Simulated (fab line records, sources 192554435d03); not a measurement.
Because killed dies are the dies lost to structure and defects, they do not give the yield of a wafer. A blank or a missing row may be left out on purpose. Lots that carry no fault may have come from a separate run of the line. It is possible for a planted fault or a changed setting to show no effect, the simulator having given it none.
Chamber matching || flow n5 finfet || N5_BEOL_M2_DESCUM_16 on rie diel-04: 4 sister chambers
The step chemistry O2, time 7 s. 14 wafers are shown with their chamber, then 7 later ones without.

WAFERS PAIRED WITH THEIR CHAMBERS
{"wafer": "L074.2", "chamber": 3, "drypump motor current A (A)": 5.8, "showerhead plenum p Torr (Torr)": 2.00, "throttle valve pct (%)": 20.57}
{"wafer": "L074.3", "chamber": 2, "drypump motor current A (A)": 5.8, "showerhead plenum p Torr (Torr)": 2.13, "throttle valve pct (%)": 20.56}
{"wafer": "L074.6", "chamber": 0, "drypump motor current A (A)": 4.7, "showerhead plenum p Torr (Torr)": 2.11, "throttle valve pct (%)": 20.11}
{"wafer": "L075.1", "chamber": 0, "drypump motor current A (A)": 4.7, "showerhead plenum p Torr (Torr)": 2.11, "throttle valve pct (%)": 20.13}
{"wafer": "L075.2", "chamber": 3, "drypump motor current A (A)": 5.8, "showerhead plenum p Torr (Torr)": 2.00, "throttle valve pct (%)": 20.56}
{"wafer": "L075.5", "chamber": 2, "drypump motor current A (A)": 5.8, "showerhead plenum p Torr (Torr)": 2.13, "throttle valve pct (%)": 20.56}
{"wafer": "L077.1", "chamber": 2, "drypump motor current A (A)": 5.8, "showerhead plenum p Torr (Torr)": 2.12, "throttle valve pct (%)": 20.56}
{"wafer": "L077.5", "chamber": 0, "drypump motor current A (A)": 4.7, "showerhead plenum p Torr (Torr)": 2.11, "throttle valve pct (%)": 20.12}
{"wafer": "L077.6", "chamber": 1, "drypump motor current A (A)": 5.9, "showerhead plenum p Torr (Torr)": 2.16, "throttle valve pct (%)": 20.11}
{"wafer": "L083.3", "chamber": 3, "drypump motor current A (A)": 5.8, "showerhead plenum p Torr (Torr)": 2.00, "throttle valve pct (%)": 20.57}
{"wafer": "L083.5", "chamber": 3, "drypump motor current A (A)": 5.8, "showerhead plenum p Torr (Torr)": 2.00, "throttle valve pct (%)": 20.58}
{"wafer": "L083.6", "chamber": 2, "drypump motor current A (A)": 5.8, "showerhead plenum p Torr (Torr)": 2.12, "throttle valve pct (%)": 20.57}
{"wafer": "L087.1", "chamber": 1, "drypump motor current A (A)": 5.9, "showerhead plenum p Torr (Torr)": 2.15, "throttle valve pct (%)": 20.17}
{"wafer": "L087.2", "chamber": 0, "drypump motor current A (A)": 4.8, "showerhead plenum p Torr (Torr)": 2.10, "throttle valve pct (%)": 20.18}

SIGNATURES (means of the wafers above)
{"reading": "drypump motor current A", "chamber 0": 4.725, "chamber 1": 5.900, "chamber 2": 5.800, "chamber 3": 5.800, "scatter within a chamber": 0.0274}
{"reading": "showerhead plenum p Torr", "chamber 0": 2.1075, "chamber 1": 2.1550, "chamber 2": 2.1250, "chamber 3": 2.0000, "scatter within a chamber": 0.00474}
{"reading": "throttle valve pct", "chamber 0": 20.1350, "chamber 1": 20.1400, "chamber 2": 20.5625, "chamber 3": 20.5700, "scatter within a chamber": 0.0223}
Rule: for each reading, subtract the chamber's mean from the wafer's reading, divide by that reading's scatter and square the result; add these up over the readings and take the root, which gives the wafer's distance from the chamber. If the next closest chamber is less than 2 further off than the closest, the wafer can't be placed; otherwise it belongs to the closest. The scatter: take each reading less its chamber's mean, square it, sum over the shown wafers, divide by the number of wafers less the number of chambers, and take the root.

WAFERS WITH NO CHAMBER GIVEN
{"wafer": "L087.3", "drypump motor current A (A)": 5.8, "showerhead plenum p Torr (Torr)": 1.99, "throttle valve pct (%)": 20.62}
{"wafer": "L089.1", "drypump motor current A (A)": 4.7, "showerhead plenum p Torr (Torr)": 2.10, "throttle valve pct (%)": 20.16}
{"wafer": "L089.2", "drypump motor current A (A)": 5.9, "showerhead plenum p Torr (Torr)": 2.15, "throttle valve pct (%)": 20.17}
{"wafer": "L089.3", "drypump motor current A (A)": 5.8, "showerhead plenum p Torr (Torr)": 1.99, "throttle valve pct (%)": 20.61}
{"wafer": "L091.2", "drypump motor current A (A)": 4.7, "showerhead plenum p Torr (Torr)": 2.09, "throttle valve pct (%)": 20.20}
{"wafer": "L091.4", "drypump motor current A (A)": 5.8, "showerhead plenum p Torr (Torr)": 1.99, "throttle valve pct (%)": 20.64}
{"wafer": "L091.6", "drypump motor current A (A)": 5.9, "showerhead plenum p Torr (Torr)": 2.15, "throttle valve pct (%)": 20.18}

WHICH CHAMBER EACH ONE RAN IN
{"wafer": "L087.3", "from the rows above": 3, "in truth": 3}
{"wafer": "L089.1", "from the rows above": 0, "in truth": 0}
{"wafer": "L089.2", "from the rows above": 1, "in truth": 1}
{"wafer": "L089.3", "from the rows above": 3, "in truth": 3}
{"wafer": "L091.2", "from the rows above": 0, "in truth": 0}
{"wafer": "L091.4", "from the rows above": 3, "in truth": 3}
{"wafer": "L091.6", "from the rows above": 1, "in truth": 1}
Placed correctly: 7 of 7. Number that these rows cannot place: 0. Placed wrongly: 0.
